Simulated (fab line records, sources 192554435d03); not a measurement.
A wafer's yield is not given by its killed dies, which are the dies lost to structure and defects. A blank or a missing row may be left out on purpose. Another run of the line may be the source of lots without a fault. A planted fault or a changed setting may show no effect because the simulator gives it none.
2 desks looking at one fault + flow n5 finfet + every desk sees just its own numbers, and what lay behind them comes last

## AT THE TOOL OWNER'S DESK: implanter-02
N5_WELL_APT_IMPLANT_14, tool's own readings: per-lot mean of the sampled wafers with a number, covering each lot this tool ran. Any lot whose mean is over 4 standard deviations away from the usual mean is out of limits and marked OUT; that distance is given in the brackets.
Columns: A = beam energy keV at N5_WELL_APT_IMPLANT_14, usual 160.01; B = dose ions cm2 at N5_WELL_APT_IMPLANT_14, usual 1.5e+13; C = tilt deg at N5_WELL_APT_IMPLANT_14, usual 0.000 degrees
| lot  | first seen here | A      | B                 | C      |
|------|-----------------|--------|-------------------|--------|
| L835 | day 2 02:17     | 160.03 | 1.5e+13           | -0.030 |
| L836 | day 2 07:53     | 159.98 | 1.5e+13           | 0.005  |
| L846 | day 4 20:02     | 159.99 | 1.4e+13 (-47) OUT | 0.006  |
| L847 | day 5 01:58     | 160.02 | 1.4e+13 (-48) OUT | -0.020 |
This desk's finding: out of limits on L846, L847; first on L846, day 4 20:02 (dose ions cm2 at N5_WELL_APT_IMPLANT_14). L835, L836 stayed within limits.

## METROLOGY DESK
What the gauges read for every lot (on any tool): the sampled wafers with a number, averaged. Any lot whose mean is over 4 standard deviations away from the usual mean is out of limits and marked OUT; that distance is given in the brackets.
Columns: A = PMOS_HMC_BLK_OVL at N5_PMOS_HMC_CHANNEL_EPI_OVL_MEAS_10, usual 0.4 nm
| lot  | first seen here | A    |
|------|-----------------|------|
| L833 | day 1 18:37     | -1.7 |
| L834 | day 1 23:31     | 0.5  |
| L835 | day 2 05:20     | -0.8 |
| L836 | day 2 11:44     | 0.0  |
| L838 | day 2 22:59     | 0.4  |
| L839 | day 3 04:56     | 0.9  |
| L846 | day 4 23:19     | 0.2  |
| L847 | day 5 05:17     | -0.2 |
| L851 | day 6 06:08     | 1.5  |
| L853 | day 6 17:01     | 0.7  |
| L855 | day 7 05:23     | -0.2 |
| L856 | day 7 11:27     | 0.4  |
This desk's verdict: no lot among the 12 shows anything out of limits.

## ALL TOGETHER
On L846, L847, at day 4 20:02, an alarm was possible from the tool owner's desk.
From the metrology desk's view, nothing was out of limits.
The metrology desk has L846, L847 on record, within its limits.
All the named lots went through N5_WELL_APT_IMPLANT_14 on implanter-02.

## WHAT HAD BEEN PUT IN BY THE SIMULATOR
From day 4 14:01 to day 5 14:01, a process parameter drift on implanter-02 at N5_WELL_APT_IMPLANT_14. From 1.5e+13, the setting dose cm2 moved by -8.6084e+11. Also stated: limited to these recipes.
Shown lots that were struck: L846, L847.
Delay in hours, fault start to first out-of-limits reading, by desk: the tool owner's desk at 6.
